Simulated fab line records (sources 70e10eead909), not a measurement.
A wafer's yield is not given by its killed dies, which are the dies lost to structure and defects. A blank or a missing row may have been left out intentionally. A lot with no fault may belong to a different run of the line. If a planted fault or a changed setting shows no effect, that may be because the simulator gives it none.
Which tool did it? -- flow nand_harc -- 36 wafers from 12 lots sampled at 3 of the route's 1302 steps

## WHAT THE GAUGES SHOWED, per wafer
NHARC_A_M0_THK_MEAS_24: measures by xrf.
lot,measured,on,thk_nm (nm)
L449,day 22 21:56,film_metro-02,112.9 113.1 112.7
L450,day 23 12:23,film_metro-02,112.3 113.1 111.9
L451,day 23 12:48,film_metro-02,113.1 115.7 113.0
L452,day 24 12:46,film_metro-01,114.6 114.8 111.0
L453,day 24 14:26,film_metro-01,110.5 113.6 110.5
L456,day 25 19:52,film_metro-01,114.6 115.1 114.1
L459,day 26 22:37,film_metro-02,115.7 114.3 114.0
L465,day 29 12:29,film_metro-01,113.1 113.3 115.5
L467,day 30 14:19,film_metro-01,115.5 113.9 114.3
L470,day 31 21:25,film_metro-01,112.4 113.4 116.8
L469,day 31 22:57,film_metro-01,113.6 111.9 114.5
L471,day 32 18:58,film_metro-01,113.6 113.7 115.0

## WHAT TOOL EACH LOT RAN ON (gives the tool, then ch and the chambers of the sampled wafers, and finally the start)
lot,NHARC_A_M0_PVD_20,NHARC_A_M0_PVD_21
L449,"pvd_sputter-01, day 22 20:40","pvd_sputter-01, day 22 21:56 or earlier"
L450,"pvd_sputter-01, day 23 11:05","pvd_sputter-01, day 23 12:23 or earlier"
L451,"pvd_sputter-03, day 23 11:30","pvd_sputter-03, day 23 12:48 or earlier"
L452,"pvd_sputter-02, day 24 11:29","pvd_sputter-02, day 24 12:46 or earlier"
L453,"pvd_sputter-03, day 24 13:11","pvd_sputter-03, day 24 14:26 or earlier"
L456,"pvd_sputter-03, day 25 18:34","pvd_sputter-03, day 25 19:52 or earlier"
L459,"pvd_sputter-01, day 26 21:19","pvd_sputter-01, day 26 22:37 or earlier"
L465,"pvd_sputter-02, day 29 11:12","pvd_sputter-02, day 29 12:29 or earlier"
L467,"pvd_sputter-01, day 30 12:58","pvd_sputter-01, day 30 14:19 or earlier"
L470,"pvd_sputter-01, day 31 20:10","pvd_sputter-01, day 31 21:25 or earlier"
L469,"pvd_sputter-01, day 31 21:40","pvd_sputter-01, day 31 22:57 or earlier"
L471,"pvd_sputter-03, day 32 17:41","pvd_sputter-03, day 32 18:58 or earlier"
- NHARC_A_M0_PVD_20: deposits TaN, target thk 5 nm, time 8.06 s.
- NHARC_A_M0_PVD_21: deposits Cu, target thk 30 nm, time 20.49 s.

## AS READ BY THE TOOLS THEMSELVES (means over the sampled wafers that have a number; for cases with no such wafer, the mark the record gives instead)
NHARC_A_M0_PVD_20.
lot,tool,cathode_dc_power_W (W),substrate_temp_c (C),throttle_valve_pct (%)
L449,pvd_sputter-01,14999,50.08,29.1
L450,pvd_sputter-01,15000,50.04,30.3
L451,pvd_sputter-03,14999,49.94,29.6
L452,pvd_sputter-02,15003,50.13,30.2
L453,pvd_sputter-03,15003,50.01,29.7
L456,pvd_sputter-03,14999,50.04,29.6
L459,pvd_sputter-01,14822,49.99,29.5
L465,pvd_sputter-02,15000,49.94,29.5
L467,pvd_sputter-01,15001,50.06,29.7
L470,pvd_sputter-01,14999,49.96,29.2
L469,pvd_sputter-01,15001,49.96,29.4
L471,pvd_sputter-03,14998,50.07,30.0

NHARC_A_M0_PVD_21.
lot,tool,cathode_dc_power_W (W),substrate_temp_c (C),throttle_valve_pct (%)
L449,pvd_sputter-01,4998.5,30.08,30.4
L450,pvd_sputter-01,5000.1,30.07,29.5
L451,pvd_sputter-03,4998.7,30.01,29.8
L452,pvd_sputter-02,4999.9,30.02,29.4
L453,pvd_sputter-03,5000.5,30.00,29.7
L456,pvd_sputter-03,4999.0,29.98,29.9
L459,pvd_sputter-01,5000.2,30.00,29.4
L465,pvd_sputter-02,4999.9,29.91,29.8
L467,pvd_sputter-01,5000.6,30.06,29.9
L470,pvd_sputter-01,4999.8,30.01,29.6
L469,pvd_sputter-01,5000.0,29.92,29.2
L471,pvd_sputter-03,5000.6,30.06,30.4

## THE ANSWER, worked out from the rows above alone
Rule: the lots themselves supply what counts as usual. Put in order of their means at a reading, lots are off if they are a third of the lots or fewer, leave a main group of 4 or more, and stand apart from it by a gap of 3 or more times the standard deviation of the main group's means; of several such gaps the widest counts. If all means in a main group match to the digits the tables above print for the reading, that group is not used. Also off: a lot with no number at a reading for which 4 or more lots have one. All remaining lots with rows at the step are treated as sound. The gauges are gone through in route order, then the tools' own readings, and for those a lot's mean is taken as printed above. The first step at which some lot is off is used, and at that step the reading that is off furthest; a lot without a number counts as furthest.
Off: L459 (NHARC_A_M0_PVD_20, cathode_dc_power_W). For the main group the mean is 15000 W and the standard deviation 1.6.
If a tool, at that step or one of the process steps before it, ran each lot that is off and ran no sound lot following the first of them, it fits. Of those tried, none fits.

## WHAT THE SIMULATOR HAD INSERTED
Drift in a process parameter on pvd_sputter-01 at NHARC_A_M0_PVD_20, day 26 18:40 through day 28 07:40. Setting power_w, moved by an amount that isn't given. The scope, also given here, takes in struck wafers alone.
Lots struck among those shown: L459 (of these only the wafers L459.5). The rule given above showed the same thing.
